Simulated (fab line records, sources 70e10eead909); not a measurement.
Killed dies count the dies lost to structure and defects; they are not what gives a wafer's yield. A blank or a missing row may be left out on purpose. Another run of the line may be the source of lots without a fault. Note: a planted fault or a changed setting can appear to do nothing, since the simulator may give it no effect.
Matching of chambers -- flow nandHarc -- 4 sister chambers for NHARC_A_WL_FILL_ALD_10 on aldHk-03
The step deposits SiO2, target thk 50 nm, pulse time 10 s, ald cycles 500. 4 wafers are shown with their chamber, then 11 later ones without.

WAFERS PAIRED WITH THEIR CHAMBERS
wafer,chamber,heaterPowerW (W)
L086.1,0,436
L089.2,2,503
L089.4,1,498
L090.2,3,488

WAFERS WHOSE CHAMBER IS MISSING
wafer,heaterPowerW (W)
L090.4,515
L090.1,487
L096.1,440
L096.5,492
L096.6,456
L093.2,491
L093.3,514
L093.5,449
L097.2,516
L097.4,452
L097.5,525

EACH ONE'S CHAMBER
wafer,from the rows above,in truth
L090.4,can't be placed: 2 or 1 or 3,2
L090.1,can't be placed: 3 or 1 or 2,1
L096.1,0,0
L096.5,can't be placed: 3 or 1 or 2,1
L096.6,can't be placed: 0 or 3 or 1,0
L093.2,can't be placed: 3 or 1 or 2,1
L093.3,can't be placed: 2 or 1 or 3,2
L093.5,0,0
L097.2,can't be placed: 2 or 1 or 3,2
L097.4,can't be placed: 0 or 3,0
L097.5,can't be placed: 2 or 1 or 3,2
Placed correctly: 2 of 11. Not placeable from these rows: 9 (in 9, the candidates include the true chamber). 0 placed wrongly.
How it was worked out, from the rows above alone: a wafer's distance from a chamber is the root of the sum, over the readings, of the square of ((its reading less the chamber's mean) divided by the reading's scatter). If the next closest chamber is less than 2 further off than the closest, the wafer can't be placed; otherwise it belongs to the closest. For every chamber, the mean is computed from those of its wafers that are shown. The scatter (one wafer shown for each chamber): square how far every hidden wafer sits from the nearest shown wafer, average those squares and take the square root.
